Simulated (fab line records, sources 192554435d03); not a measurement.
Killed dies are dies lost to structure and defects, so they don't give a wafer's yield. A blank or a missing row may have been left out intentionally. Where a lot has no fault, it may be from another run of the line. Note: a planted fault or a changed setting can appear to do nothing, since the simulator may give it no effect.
Split-lot experiment | flow n5 finfet | 21 wafers read across 7 lots, on a route 1938 steps long

== SPLIT DETAILS ==
At N5_BEOL_M3_ILD_DEP_00 (deposits SiOC from DEMS/O2, target thk 79 nm, time 15.3 s), the setting time s was moved away from the recipe's 15.3 s on 9 of the 21 wafers read, by -14.2% to +11.6%. For the rest of the wafers, this setting stayed at what the recipe calls for.

Split to reading: the file shows no intervening step.

== THE READING ==
M3_ILD_THK in nanometres, read at N5_BEOL_M3_THK_MEAS_01. Fault-free wafers of this fab line usually give 78.7 nm, standard deviation 1.1 nm.

wafer  | tool, chamber at the split | time s as run, s | against the recipe | M3_ILD_THK, nm | against lot-mates on the recipe
L074.3 | pecvd-02, 0                | 15.3             | recipe             | 76.9           | -
L074.4 | pecvd-02, 1                | 15.3             | recipe             | 79.7           | -
L074.6 | pecvd-02, 0                | 17.07            | +11.6%             | 87.2           | +8.9
L075.1 | pecvd-02, 1                | 13.12            | -14.2%             | 67.4           | -10.5
L075.3 | pecvd-02, 2                | 13.12            | -14.2%             | 68.7           | -9.2
L075.4 | pecvd-02, 1                | 15.3             | recipe             | 77.9           | -
L077.1 | pecvd-04, 2                | 15.3             | recipe             | 79.4           | -
L077.3 | pecvd-04, 1                | 13.83            | -9.6%              | 70.3           | -9.6
L077.6 | pecvd-04, 2                | 15.3             | recipe             | 80.4           | -
L085.2 | pecvd-01, 2                | 15.3             | recipe             | 77.7           | -
L085.3 | pecvd-01, 1                | 15.3             | recipe             | 77.6           | -
L085.4 | pecvd-01, 2                | 15.3             | recipe             | 79.6           | -
L086.2 | pecvd-01, 2                | 13.95            | -8.8%              | 72.2           | -7.9
L086.3 | pecvd-01, 0                | 13.95            | -8.8%              | 71.9           | -8.2
L086.5 | pecvd-01, 1                | 15.3             | recipe             | 80.1           | -
L089.1 | pecvd-02, 0                | 15.3             | recipe             | 76.8           | -
L089.4 | pecvd-02, 2                | 14.2             | -7.2%              | 73.3           | -3.5
L089.6 | pecvd-02, 0                | 14.2             | -7.2%              | 72.5           | -4.3
L093.1 | pecvd-04, 2                | 15.3             | recipe             | 79.1           | -
L093.5 | pecvd-04, 0                | 15.3             | recipe             | 80.2           | -
L093.6 | pecvd-04, 2                | 16.07            | +5.0%              | 83.5           | +3.8

FIT RESULTS
A straight line over all 21 wafers: M3_ILD_THK changes by +0.775 nm for each +1% of time s; r = +0.98; the points scatter about the line by 1.1 nm.
The same after taking each lot's own level away (the mean of its wafers on the recipe; 21 wafers): +0.757 nm for each +1%; r = +0.97; scatter 1.1 nm.
According to that fit, moving time s by its largest amount changes the reading by 11 nm.
Across the lots, their own levels run from 76.80 to 80.10 nm, a range of 3.0 times the standard deviation given above.
The two slopes agree, so the slope changes little with the lot-to-lot level.
Check: for one of the wafers moved furthest among these (-14.2%), held out of the fit, the line's prediction against its lot-mates is -10.9 nm. It came out at -10.5 nm against them.

== THESE WAFERS: OTHER SPLITS ==
Before the reading, these wafers also passed through other splits. Each is held against what the fit with the lots' levels taken away leaves over:
other split on the same wafers | wafers away from the commonest value | r with M3_ILD_THK (lot level and that fit taken away)
N5_BEOL_M1_COAT_76 spin rpm    | 6                                    | +0.36
N5_BEOL_M2_DESCUM_16 time s    | 7                                    | -0.50
N5_BEOL_M2_COAT_67 spin rpm    | 8                                    | +0.10

== THE WHOLE CHAIN: every reading that the file lists as answering this split, in the file's order ==
step                   | what it does                                              | reading                                                                            | change (the file's fit)              | r (the file's)
N5_BEOL_M3_ILD_DEP_00  | deposits SiOC from DEMS/O2, target thk 79 nm, time 15.3 s | SiOC_of_BEOL_M3_ILD_DEP_00.thk nm (the simulator's own value, which no gauge read) | +0.78 nm for each +1% of the setting | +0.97
N5_BEOL_M3_THK_MEAS_01 |                                                           | M3_ILD_THK                                                                         | +0.775 for each +1% of the setting   | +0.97

== FILE'S OWN FIT ==
M3_ILD_THK changes by +0.775 nm for each +1% of time s, r = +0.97.
